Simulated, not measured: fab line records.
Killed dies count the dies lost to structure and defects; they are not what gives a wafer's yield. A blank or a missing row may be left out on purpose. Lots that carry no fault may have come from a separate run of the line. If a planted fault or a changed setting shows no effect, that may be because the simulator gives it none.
fab line records | flow nandHarc | part 2 of 2: steps 5 to 6 of 6
record lots=23 | wafers=69 | lastDay=34
route steps=1302 shown A_STAIRCASE@673
lots untouched by any fault: they come from a run of this same line in which no faults occurred
startH: the number of hours between the record's first day and the start of the first shown wafer of the lot | waitH: hours since the lot's step before | " identical to the entry in the row above | L1.1+2: a row that stands for several wafers | - no value present, or no start provided | * or withheld: withheld | < > ~ a bound
route shown NAME@n: names a module that has steps shown in the file, with the first one's number in the route | usual: mean/standard deviation of fault-free wafers | same: alike in all rows | chamber/n: place in a boat | sites: the reading at each site | _std_site: standard deviation across them | _edge_site: outer sites' mean less inner sites' | radiusMm: for every site, how far away it sits from the centre of the wafer | mask NAME#n: copy n | behind: the tool/chamber that last shaped the wafer | hold: what put the lot on hold/how long, in hours/how the hold closed | device: names the non-switching transistor (n, p or np) | end of line: tests of these same wafers at the route's end | for a step that has no rows: nothing shown but its recipe | killed: at the first sort, the dies lost to defects and structure; wafer yield is something else | map: a wafer's dies, x killed, . not, _ none there
set.NAME: the run value of the setting; set.NAME@STEP: its run value at that earlier step | model.NAME: the simulator's own value behind a step, which no gauge read
a sample of lots followed through the steps of the route, with each step as a table and each wafer as a row
services: when a tool's chamber went out of use (startH, in hours from the record's first day, below 0 if earlier), for how many hours, and the reason
## steps
# step NHARC_A_STAIRCASE_TRIM_187
# recipe timeS=211.2 | o2FlowSccm=500 | arFlowSccm=0 | biasW=0 | chemistry=O2
# usual drypumpMotorCurrentA=5.9/0.5 | mfcArSccm=0.009/0.013 | oesProductAu=0.998/0.0072 | rfVppV=57.7/0.92 | showerheadPlenumPTorr=3.55/0.14 | throttleValvePct=17.036/0.0086
lot.wafer | tool       | chamber | startH | waitH | drypumpMotorCurrentA | mfcArSccm | oesProductAu | rfHoursCounterH | rfVppV | showerheadPlenumPTorr | throttleValvePct
L074.3    | rieDiel-12 | 0       | 354.04 | 0.1   | 5.0                  | 0.018     | 0.996        | 27              | 57.4   | 3.45                  | 17.041
L074.5    | "          | 2       | "      | "     | 5.5                  | 0         | 1.008        | -               | 56.7   | 3.64                  | 17.026
L074.6    | "          | 3       | "      | "     | 6.1                  | 0.001     | 0.993        | -               | 59.1   | 3.44                  | 17.032
L075.2    | rieDiel-04 | 1       | 369.54 | 0.1   | 6.6                  | 0.030     | 0.995        | 1               | 58.0   | 3.29                  | 17.032
L075.6    | "          | 3       | "      | "     | 6.0                  | 0         | 1.001        | -               | 57.7   | 3.74                  | 17.037
L075.5    | "          | 0       | "      | "     | 5.3                  | 0         | 1.009        | -               | 56.7   | 3.40                  | 17.040
L076.3    | rieDiel-04 | 0       | 370.23 | 0.2   | 5.2                  | 0         | 0.988        | 2               | 57.3   | 3.40                  | 17.027
L076.2    | "          | 3       | "      | "     | 6.0                  | 0         | 0.994        | 2               | 58.1   | 3.74                  | 17.036
L076.6    | "          | 1       | "      | "     | 6.6                  | 0.030     | 1.013        | -               | 56.4   | 3.29                  | 17.036
L077.2    | rieDiel-11 | 3       | 382.50 | 0.1   | 5.0                  | 0.043     | 0.996        | 39              | 56.8   | 3.50                  | 17.020
L077.5    | "          | 2       | "      | "     | 6.1                  | 0         | 1.008        | -               | 57.3   | 3.62                  | 17.046
L077.6    | "          | 3       | "      | "     | 5.0                  | 0.043     | 0.994        | -               | 58.2   | 3.50                  | 17.039
L078.1    | rieDiel-04 | 0       | 398.71 | 0.1   | 5.3                  | 0         | 0.992        | 13              | 57.0   | 3.40                  | 17.046
L078.4    | "          | 0       | "      | "     | 5.3                  | 0         | 0.989        | -               | 58.2   | 3.40                  | 17.045
L078.6    | "          | 3       | "      | "     | 6.0                  | 0         | 1.011        | -               | 57.8   | 3.74                  | 17.036
L079.1    | rieDiel-04 | 1       | 403.02 | 0.1   | 6.6                  | 0.030     | 0.994        | 13              | 56.1   | 3.29                  | 17.033
L079.3    | "          | 2       | "      | "     | 6.3                  | 0.017     | 0.990        | 16              | 57.6   | 3.63                  | 17.046
L079.5    | "          | 0       | "      | "     | 5.3                  | 0         | 1.004        | -               | 56.2   | 3.40                  | 17.035
L080.1    | rieDiel-04 | 0       | 415.92 | 0.1   | 5.3                  | 0         | 1.003        | 19              | 56.5   | 3.40                  | 17.025
L080.3    | "          | 1       | "      | "     | 6.6                  | 0.030     | 1.012        | 18              | 55.7   | 3.28                  | 17.036
L080.2    | "          | 2       | "      | "     | 6.3                  | 0.017     | 0.993        | 22              | 57.5   | 3.62                  | 17.039
L081.1    | rieDiel-04 | 2       | 423.33 | 0.1   | 6.2                  | 0.017     | 0.992        | 25              | 57.9   | 3.62                  | 17.042
L081.3    | "          | 1       | "      | "     | 6.6                  | 0.030     | 0.995        | 20              | 57.7   | 3.28                  | 17.039
L081.6    | "          | 1       | "      | "     | 6.6                  | 0.030     | 0.994        | -               | 56.2   | 3.28                  | 17.033
L082.4    | rieDiel-11 | 0       | 427.13 | 0.1   | 6.3                  | 0         | 1.010        | 55              | 57.7   | 3.63                  | 17.037
L082.2    | "          | 3       | "      | "     | 5.0                  | 0.043     | 0.999        | 55              | 55.9   | 3.49                  | 17.030
L082.6    | "          | 1       | "      | "     | 6.2                  | 0         | 0.999        | -               | 58.5   | 3.67                  | 17.024
L083.4    | rieDiel-04 | 2       | 436.45 | 0.1   | 6.2                  | 0.017     | 0.995        | 28              | 58.6   | 3.62                  | 17.031
L083.2    | "          | 3       | "      | "     | 6.0                  | 0         | 0.999        | 26              | 58.2   | 3.73                  | 17.050
L083.5    | "          | 0       | "      | "     | 5.2                  | 0         | 1.002        | -               | 58.3   | 3.39                  | 17.033
L084.2    | rieDiel-11 | 0       | 458.54 | 0.1   | 6.3                  | 0         | 1.007        | 6               | 58.2   | 3.63                  | 17.039
L084.4    | "          | 2       | "      | "     | 6.1                  | 0         | 1.023        | 9               | 57.7   | 3.61                  | 17.036
L084.1    | "          | 3       | "      | "     | 5.0                  | 0.043     | 0.995        | 8               | 59.2   | 3.49                  | 17.039
L086.2    | rieDiel-04 | 2       | 460.43 | 0.1   | 6.2                  | 0.017     | 0.991        | 37              | 57.6   | 3.61                  | 17.028
L086.5    | "          | 0       | "      | "     | 5.3                  | 0         | 0.996        | -               | 57.2   | 3.39                  | 17.028
L086.4    | "          | 3       | "      | "     | 6.0                  | 0         | 0.998        | -               | 58.7   | 3.72                  | 17.029
L085.3    | rieDiel-12 | 2       | 460.58 | 0.1   | 5.5                  | 0         | 0.989        | 2               | 57.0   | 3.62                  | 17.032
L085.4    | "          | 3       | "      | "     | 6.1                  | 0.001     | 0.993        | 3               | 55.8   | 3.42                  | 17.026
L085.2    | "          | 1       | "      | "     | 5.5                  | 0         | 1.002        | 2               | 59.2   | 3.59                  | 17.036
L087.2    | rieDiel-11 | 3       | 495.58 | 0.1   | 5.0                  | 0.043     | 1.001        | 23              | 58.0   | 3.48                  | 17.023
L087.3    | "          | 0       | "      | "     | 6.4                  | 0         | 1.015        | 18              | 57.3   | 3.62                  | 17.049
L087.1    | "          | 1       | "      | "     | 6.2                  | 0         | 1.008        | 18              | 58.9   | 3.66                  | 17.032
L089.1    | rieDiel-04 | 2       | 498.91 | 0.1   | 6.2                  | 0.017     | 0.996        | 48              | 57.9   | 3.61                  | 17.042
L089.2    | "          | 3       | "      | "     | 6.0                  | 0         | 1.011        | 48              | 55.9   | 3.71                  | 17.038
L089.5    | "          | 2       | "      | "     | 6.2                  | 0.017     | 0.991        | -               | 57.4   | 3.61                  | 17.036
L088.3    | rieDiel-04 | 2       | 516.93 | 0.1   | 6.2                  | 0.017     | 0.985        | 57              | 58.8   | 3.60                  | 17.034
L088.1    | "          | 3       | "      | "     | 6.0                  | 0         | 1.008        | 58              | 59.1   | 3.71                  | 17.038
L088.2    | "          | 1       | "      | "     | 6.6                  | 0.030     | 0.999        | 32              | 58.5   | 3.28                  | 17.043
L091.3    | rieDiel-12 | 3       | 524.98 | 0.1   | 6.2                  | 0.001     | 0.992        | 23              | 56.0   | 3.41                  | 17.043
L091.1    | "          | 1       | "      | "     | 5.5                  | 0         | 0.999        | 20              | 58.5   | 3.58                  | 17.026
L091.5    | "          | 3       | "      | "     | 6.2                  | 0.001     | 0.988        | -               | 56.9   | 3.41                  | 17.038
L093.3    | rieDiel-12 | 3       | 537.89 | 0.1   | 6.1                  | 0.001     | 0.990        | 23              | 57.6   | 3.41                  | 17.033
L093.2    | "          | 0       | "      | "     | 5.0                  | 0.018     | 1.002        | 24              | 57.2   | 3.42                  | 17.042
L093.5    | "          | 0       | "      | "     | 5.0                  | 0.018     | 0.996        | -               | 57.3   | 3.42                  | 17.019
L092.4    | rieDiel-12 | 2       | 542.84 | 0.1   | 5.5                  | 0         | 0.989        | 25              | 58.1   | 3.61                  | 17.043
L092.1    | "          | 1       | "      | "     | 5.5                  | 0         | 1.004        | 23              | 57.6   | 3.58                  | 17.037
L092.6    | "          | 2       | "      | "     | 5.5                  | 0         | 0.992        | -               | 57.9   | 3.61                  | 17.048
L094.4    | rieDiel-12 | 3       | 550.57 | 0.1   | 6.1                  | 0.001     | 0.987        | 29              | 57.9   | 3.41                  | 17.017
L094.3    | "          | 2       | "      | "     | 5.5                  | 0         | 0.998        | 27              | 57.9   | 3.61                  | 17.046
L094.6    | "          | 3       | "      | "     | 6.1                  | 0.001     | 0.989        | -               | 56.8   | 3.41                  | 17.033
L095.1    | rieDiel-11 | 3       | 557.38 | 0.1   | 5.0                  | 0.043     | 0.990        | 43              | 58.0   | 3.47                  | 17.026
L095.4    | "          | 0       | "      | "     | 6.3                  | 0         | 0.992        | 44              | 59.3   | 3.61                  | 17.038
L095.5    | "          | 3       | "      | "     | 5.0                  | 0.043     | 1.002        | -               | 57.3   | 3.47                  | 17.025
L097.4    | rieDiel-04 | 2       | 585.33 | 0.1   | 6.2                  | 0.017     | 0.993        | 11              | 57.5   | 3.59                  | 17.035
L097.3    | "          | 0       | "      | "     | 5.2                  | 0         | 0.993        | 8               | 56.7   | 3.37                  | 17.017
L097.6    | "          | 2       | "      | "     | 6.2                  | 0.017     | 1.001        | -               | 57.7   | 3.59                  | 17.029
L096.2    | rieDiel-04 | 3       | 614.14 | 0.1   | 6.0                  | 0         | 0.998        | 17              | 57.4   | 3.70                  | 17.049
L096.3    | "          | 0       | "      | "     | 5.3                  | 0         | 0.991        | 15              | 57.7   | 3.37                  | 17.031
L096.6    | "          | 2       | "      | "     | 6.2                  | 0.017     | 0.999        | -               | 57.3   | 3.59                  | 17.056
# step NHARC_A_STAIRCASE_TRIM_191
# recipe timeS=211.2 | o2FlowSccm=500 | arFlowSccm=0 | biasW=0 | chemistry=O2
# usual drypumpMotorCurrentA=5.9/0.49 | mfcArSccm=0.009/0.013 | oesProductAu=0.997/0.0077 | rfVppV=57.9/0.92 | showerheadPlenumPTorr=3.56/0.13 | throttleValvePct=17.037/0.0087
lot.wafer | tool       | chamber | startH | waitH | drypumpMotorCurrentA | mfcArSccm | oesProductAu | rfHoursCounterH | rfVppV | showerheadPlenumPTorr | throttleValvePct
L074.3    | rieDiel-12 | 0       | -      | -     | 5.0                  | 0.018     | 0.994        | 28              | 58.0   | 3.45                  | 17.025
L074.6    | "          | 1       | "      | "     | 5.5                  | 0         | 0.984        | -               | 57.7   | 3.61                  | 17.024
L074.5    | "          | 2       | "      | "     | 5.4                  | 0         | 0.992        | -               | 58.4   | 3.64                  | 17.038
L075.2    | rieDiel-04 | 2       | -      | -     | 6.2                  | 0.017     | 0.994        | 2               | 58.9   | 3.63                  | 17.039
L075.5    | "          | 1       | "      | "     | 6.6                  | 0.030     | 1.000        | -               | 57.6   | 3.29                  | 17.033
L075.6    | "          | 2       | "      | "     | 6.2                  | 0.017     | 0.989        | -               | 58.4   | 3.63                  | 17.027
L076.3    | rieDiel-04 | 2       | -      | -     | 6.2                  | 0.017     | 0.996        | 2               | 57.9   | 3.63                  | 17.051
L076.2    | "          | 1       | "      | "     | 6.6                  | 0.030     | 0.993        | 2               | 56.2   | 3.29                  | 17.033
L076.6    | "          | 3       | "      | "     | 6.0                  | 0         | 0.999        | -               | 56.9   | 3.74                  | 17.049
L077.2    | rieDiel-11 | 3       | -      | -     | 5.0                  | 0.043     | 0.993        | 39              | 57.5   | 3.50                  | 17.041
L077.5    | "          | 2       | "      | "     | 6.1                  | 0         | 0.999        | -               | 57.4   | 3.62                  | 17.040
L077.6    | "          | 3       | "      | "     | 5.0                  | 0.043     | 0.994        | -               | 59.3   | 3.50                  | 17.035
L078.1    | rieDiel-04 | 2       | -      | -     | 6.2                  | 0.017     | 0.998        | 14              | 57.4   | 3.63                  | 17.031
L078.4    | "          | 3       | "      | "     | 6.0                  | 0         | 1.011        | -               | 58.5   | 3.74                  | 17.056
L078.6    | "          | 0       | "      | "     | 5.3                  | 0         | 0.997        | -               | 56.9   | 3.40                  | 17.055
L079.3    | rieDiel-04 | 1       | -      | -     | 6.6                  | 0.030     | 0.989        | 14              | 56.0   | 3.29                  | 17.050
L079.1    | "          | 2       | "      | "     | 6.2                  | 0.017     | 1.004        | 16              | 56.9   | 3.63                  | 17.028
L079.5    | "          | 2       | "      | "     | 6.2                  | 0.017     | 0.993        | -               | 57.7   | 3.63                  | 17.034
L080.1    | rieDiel-04 | 2       | -      | -     | 6.2                  | 0.017     | 0.999        | 22              | 58.2   | 3.62                  | 17.012
L080.2    | "          | 0       | "      | "     | 5.2                  | 0         | 0.995        | 19              | 57.8   | 3.40                  | 17.039
L080.3    | "          | 1       | "      | "     | 6.6                  | 0.030     | 0.992        | 18              | 58.5   | 3.28                  | 17.034
L081.1    | rieDiel-04 | 3       | -      | -     | 6.0                  | 0         | 0.993        | 24              | 59.1   | 3.73                  | 17.039
L081.3    | "          | 2       | "      | "     | 6.3                  | 0.017     | 1.006        | 25              | 59.1   | 3.62                  | 17.042
L081.6    | "          | 2       | "      | "     | 6.3                  | 0.017     | 0.988        | -               | 58.5   | 3.62                  | 17.030
L082.4    | rieDiel-11 | 1       | -      | -     | 6.1                  | 0         | 1.001        | 49              | 56.0   | 3.67                  | 17.027
L082.2    | "          | 2       | "      | "     | 6.1                  | 0         | 1.013        | 48              | 56.8   | 3.61                  | 17.042
L082.6    | "          | 2       | "      | "     | 6.1                  | 0         | 1.012        | -               | 58.1   | 3.61                  | 17.030
L083.2    | rieDiel-04 | 2       | -      | -     | 6.2                  | 0.017     | 0.992        | 28              | 58.5   | 3.62                  | 17.040
L083.4    | "          | 3       | "      | "     | 5.9                  | 0         | 1.004        | 27              | 58.3   | 3.73                  | 17.036
L083.5    | "          | 2       | "      | "     | 6.2                  | 0.017     | 1.001        | -               | 58.4   | 3.62                  | 17.035
L084.2    | rieDiel-11 | 1       | -      | -     | 6.2                  | 0         | 0.991        | 7               | 56.5   | 3.66                  | 17.061
L084.4    | "          | 2       | "      | "     | 6.1                  | 0         | 1.014        | 9               | 57.7   | 3.61                  | 17.034
L084.1    | "          | 3       | "      | "     | 5.0                  | 0.043     | 0.996        | 8               | 58.6   | 3.49                  | 17.037
L086.2    | rieDiel-04 | 2       | -      | -     | 6.2                  | 0.017     | 0.996        | 38              | 59.4   | 3.61                  | 17.043
L086.4    | "          | 0       | "      | "     | 5.3                  | 0         | 1.011        | -               | 57.5   | 3.39                  | 17.037
L086.5    | "          | 3       | "      | "     | 6.0                  | 0         | 1.007        | -               | 57.9   | 3.72                  | 17.029
L085.3    | rieDiel-12 | 1       | -      | -     | 5.5                  | 0         | 1.002        | 2               | 59.1   | 3.59                  | 17.044
L085.2    | "          | 2       | "      | "     | 5.5                  | 0         | 1.001        | 2               | 57.3   | 3.62                  | 17.039
L085.4    | "          | 0       | "      | "     | 5.0                  | 0.018     | 1.003        | 3               | 57.3   | 3.43                  | 17.056
L087.3    | rieDiel-11 | 0       | -      | -     | 6.3                  | 0         | 1.001        | 18              | 56.5   | 3.62                  | 17.039
L087.1    | "          | 1       | "      | "     | 6.2                  | 0         | 1.000        | 18              | 57.6   | 3.66                  | 17.036
L087.2    | "          | 2       | "      | "     | 6.1                  | 0         | 1.012        | 23              | 59.5   | 3.60                  | 17.036
L089.2    | rieDiel-04 | 3       | -      | -     | 6.0                  | 0         | 1.003        | 49              | 57.0   | 3.71                  | 17.042
L089.1    | "          | 2       | "      | "     | 6.2                  | 0.017     | 0.989        | 48              | 58.8   | 3.61                  | 17.044
L089.5    | "          | 3       | "      | "     | 6.0                  | 0         | 0.996        | -               | 58.2   | 3.72                  | 17.034
L088.1    | rieDiel-04 | 0       | -      | -     | 5.3                  | 0         | 0.999        | 47              | 55.9   | 3.38                  | 17.036
L088.3    | "          | 2       | "      | "     | 6.2                  | 0.017     | 0.995        | 57              | 56.8   | 3.60                  | 17.033
L088.2    | "          | 3       | "      | "     | 6.0                  | 0         | 1.017        | 58              | 59.6   | 3.71                  | 17.033
L091.1    | rieDiel-12 | 2       | -      | -     | 5.5                  | 0         | 0.988        | 22              | 57.8   | 3.61                  | 17.046
L091.3    | "          | 3       | "      | "     | 6.1                  | 0.001     | 0.992        | 23              | 57.5   | 3.41                  | 17.025
L091.5    | "          | 1       | "      | "     | 5.5                  | 0         | 0.990        | -               | 57.3   | 3.58                  | 17.028
L093.3    | rieDiel-12 | 0       | -      | -     | 5.0                  | 0.018     | 0.992        | 25              | 58.2   | 3.42                  | 17.033
L093.2    | "          | 1       | "      | "     | 5.5                  | 0         | 0.997        | 21              | 57.2   | 3.58                  | 17.042
L093.5    | "          | 1       | "      | "     | 5.5                  | 0         | 0.993        | -               | 58.1   | 3.58                  | 17.055
L092.1    | rieDiel-12 | 2       | -      | -     | 5.5                  | 0         | 0.987        | 25              | 58.7   | 3.61                  | 17.038
L092.4    | "          | 3       | "      | "     | 6.2                  | 0.001     | 0.990        | 26              | 56.1   | 3.41                  | 17.038
L092.6    | "          | 2       | "      | "     | 5.5                  | 0         | 0.982        | -               | 57.7   | 3.61                  | 17.042
L094.4    | rieDiel-12 | 0       | -      | -     | 5.0                  | 0.018     | 0.995        | 30              | 58.8   | 3.42                  | 17.046
L094.3    | "          | 1       | "      | "     | 5.5                  | 0         | 0.994        | 26              | 57.7   | 3.58                  | 17.038
L094.6    | "          | 1       | "      | "     | 5.5                  | 0         | 0.990        | -               | 56.8   | 3.58                  | 17.033
L095.1    | rieDiel-11 | 1       | -      | -     | 6.2                  | 0         | 1.005        | 47              | 58.6   | 3.64                  | 17.030
L095.4    | "          | 2       | "      | "     | 6.1                  | 0         | 1.012        | 46              | 57.5   | 3.59                  | 17.033
L095.5    | "          | 0       | "      | "     | 6.4                  | 0         | 0.999        | -               | 57.9   | 3.61                  | 17.043
L097.3    | rieDiel-04 | 0       | -      | -     | 5.3                  | 0         | 1.004        | 8               | 57.2   | 3.37                  | 17.024
L097.4    | "          | 1       | "      | "     | 6.5                  | 0.030     | 1.011        | 9               | 58.4   | 3.80                  | 17.028
L097.6    | "          | 2       | "      | "     | 6.2                  | 0.017     | 0.990        | -               | 58.2   | 3.59                  | 17.041
L096.3    | rieDiel-04 | 2       | -      | -     | 6.2                  | 0.017     | 0.995        | 20              | 58.6   | 3.59                  | 17.037
L096.2    | "          | 1       | "      | "     | 6.6                  | 0.030     | 1.003        | 18              | 58.4   | 3.80                  | 17.032
L096.6    | "          | 3       | "      | "     | 6.0                  | 0         | 0.994        | -               | 58.7   | 3.70                  | 17.031
## services
tool       | chamber | startH | hours | kind
rieDiel-12 | -       | 335.31 | 2.3   | repair
rieDiel-04 | 0       | 337.25 | -     | clean
rieDiel-04 | 1       | 337.25 | -     | clean
rieDiel-04 | 2       | 337.25 | -     | clean
rieDiel-04 | 3       | 337.25 | -     | clean
rieDiel-04 | -       | 357.82 | 9.0   | pm
rieDiel-04 | 0       | 357.82 | 9.0   | ventCycle
rieDiel-04 | 1       | 357.82 | 9.0   | ventCycle
rieDiel-04 | 2       | 357.82 | 9.0   | ventCycle
rieDiel-04 | 3       | 357.82 | 9.0   | ventCycle
rieDiel-04 | 0       | 366.82 | -     | clean
rieDiel-04 | 1       | 366.82 | -     | clean
rieDiel-04 | 1       | 366.82 | -     | consumableReplace:focusRing
rieDiel-04 | 1       | 395.52 | 5.5   | repair
rieDiel-12 | -       | 396.22 | 1.2   | repair
rieDiel-04 | 1       | 411.04 | 2.2   | repair
rieDiel-04 | 0       | 416.90 | 7.5   | repair
rieDiel-12 | -       | 445.50 | 9.0   | pm
rieDiel-04 | 1       | 446.43 | 59.4  | repair
rieDiel-11 | 2       | 488.06 | 1.5   | repair
rieDiel-04 | -       | 534.82 | 9.0   | pm
rieDiel-12 | 3       | 562.56 | 6.0   | repair
rieDiel-11 | 3       | 579.65 | 3.0   | repair
rieDiel-11 | -       | 609.54 | 9.0   | pm
